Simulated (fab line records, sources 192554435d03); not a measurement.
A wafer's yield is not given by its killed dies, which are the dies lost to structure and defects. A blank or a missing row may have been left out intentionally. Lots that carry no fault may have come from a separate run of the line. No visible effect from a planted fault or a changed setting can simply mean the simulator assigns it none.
Comparing a struck lot with a sound one -- flow n5_finfet -- 38 steps out of a route of 1938
Sound: wafers L952.3, L952.4, L952.5. Struck: wafers L940.1, L940.2, L940.3. The cause is named last.
At each step with rows: each side's tool, then ch and its chambers, then its first start. Under that, the readings that differ: sound wafers -- struck wafers -- difference of the means -- sigmas: that difference in standard deviations of wafers without a fault.
alike: words and numbers the same on both sides, and readings whose means are apart by under 2 such deviations; not compared: readings that were withheld, readings missing a value for some wafer, numbers with overlapping values and no deviation given by the record, and bounds like >300 which may hide the same value.
A row with sigmas, a row that says differs or no value, or rows on one side alone: a step with any of these is where the two part. Numbers that have no deviation but don't overlap get no sigmas and don't part them. A reading that every wafer of one side lacks parts them only if that side has two wafers or more.

first, 9 steps without rows for these wafers: N5_BEOL_M1_ANNEAL_95 (time 240 s); N5_BEOL_M1_SPUTTER_96 (material Cu, target thk 4.5 nm, time 8.29 s); N5_BEOL_M1_ECD_50 (material Cu, target thk 300 nm); N5_BEOL_M1_ANNEAL_51 (time 90 s); N5_BEOL_M1_CMP_52 (polishes, stops on SiOC, t overpolish 6.8 s, target thk 40 nm); N5_BEOL_M1_PRE_CLEAN_60 (time 15 s); N5_BEOL_M1_CO_CAP_55 (material Co, precursor CCTBA/H2, target thk 2 nm, time 102.1 s); N5_BEOL_M1_PRE_CLEAN_56 (time 15 s); N5_BEOL_M1_DEP_57 (deposits SiCN from 3MS/NH3, target thk 8 nm, time 14 s).
N5_BEOL_M2_ILD_DEP_00: deposits SiOC from DEMS/O2, target thk 79 nm, time 15.3 s.
  sound on pecvd-04 ch 0,1, day 10 17:12; struck on pecvd-04 ch 0,1,2, day 7 20:32
  alike: heater_power_w, rf_fwd_power_W, showerhead_plenum_p_Torr, throttle_valve_pct
N5_BEOL_M2_THK_MEAS_01:
  sound on film_metro-01 at day 10 17:16; struck on film_metro-02 at day 7 20:35
reading,sound,struck,difference,sigmas
M2_ILD_THK (nm),78.4 79.3 78.8,158.8 158.7 159.1,+80.0,+86
then, 24 steps without rows for these wafers: N5_BEOL_M2_PECVD_72 (deposits SiO2 from TEOS/O2, target thk 16 nm, time 18 s); N5_BEOL_M2_HM_DEP_02 (deposits TiN, target thk 20 nm); N5_BEOL_M2_COAT_61 (time 60 s, resist thk 60 nm); N5_BEOL_M2_COAT_62 (time 60 s, resist thk 12 nm); N5_BEOL_M2_COAT_73 (time 60 s, resist thk 5 nm); N5_BEOL_M2_COAT_05 (resist thk 30 nm); N5_BEOL_M2_EBR_07; N5_BEOL_M2_SOFTBAKE_06 (time 60 s); N5_BEOL_M2_EXPOSE_08 (exposes mask M2); N5_BEOL_M2_PEB_09 (peb time 60 s); N5_BEOL_M2_DEVELOP_10 (develop time 30 s); N5_BEOL_M2_DESCUM_16 (chemistry O2, time 7 s); N5_BEOL_M2_ETCH_74 (etches underlayer in N2/H2, target depth 6.5 nm, time 5.2 s); N5_BEOL_M2_ETCH_63 (etches SiARC in CF4, target depth 15.6 nm, time 26 s); N5_BEOL_M2_ETCH_64 (etches SOC in N2/H2, target depth 75 nm, overetch 22.5 nm, time 121.9 s); N5_BEOL_M2_STRIP_65 (strips in N2/H2); N5_BEOL_M2_STRIP_75 (strips in N2/H2); N5_BEOL_M2_STRIP_66 (strips in CF4); N5_BEOL_M2_HM_OPEN_17 (chemistry Cl2/BCl3, target TiN, target depth 20 nm, overetch 6 nm); N5_BEOL_M2_STRIP_19 (strips in O2); N5_BEOL_M2_COAT_67 (time 60 s, resist thk 60 nm); N5_BEOL_M2_COAT_68 (time 60 s, resist thk 12 nm); N5_BEOL_M2_COAT_76 (time 60 s, resist thk 5 nm); N5_BEOL_M2_COAT_22 (resist thk 30 nm).
N5_BEOL_M2_CMP_52: polishes, stops on SiOC, t overpolish 6.8 s, target thk 40 nm.
  sound on cmp-01 ch 0,1, day 11 00:20; struck on cmp-01 ch 1,2,3, day 8 11:24
reading,sound,struck,difference,sigmas
model.SiOC_of_BEOL_M2_ILD_DEP_00.thk_nm (nm),75.4 76.4 75.8,155.8 155.6 156,+79.9,
  alike: barrier_field_endpoint_s, motor_current_A, overpolish_run_s, time_to_endpoint_s
N5_BEOL_M4_RC_MEAS_101:
  the record has rows for the sound wafers here (prober-02 ch 0, day 11 22:31) and none for the struck ones
-- here the record skips 5 days between the struck wafers' starts before and after, leaving off in module BEOL_M4 and picking up in module PASSIVATION (first step shown: number 1936 of the route) --
N5_PASSIVATION_PROBE_49:
  record: rows for the struck wafers here (prober-01, day 13 23:06), none for the sound ones

WHERE THEY PART
Last at N5_PASSIVATION_PROBE_49 as far as this record goes, first at N5_BEOL_M2_THK_MEAS_01.

WHY: what had been put in by the simulator
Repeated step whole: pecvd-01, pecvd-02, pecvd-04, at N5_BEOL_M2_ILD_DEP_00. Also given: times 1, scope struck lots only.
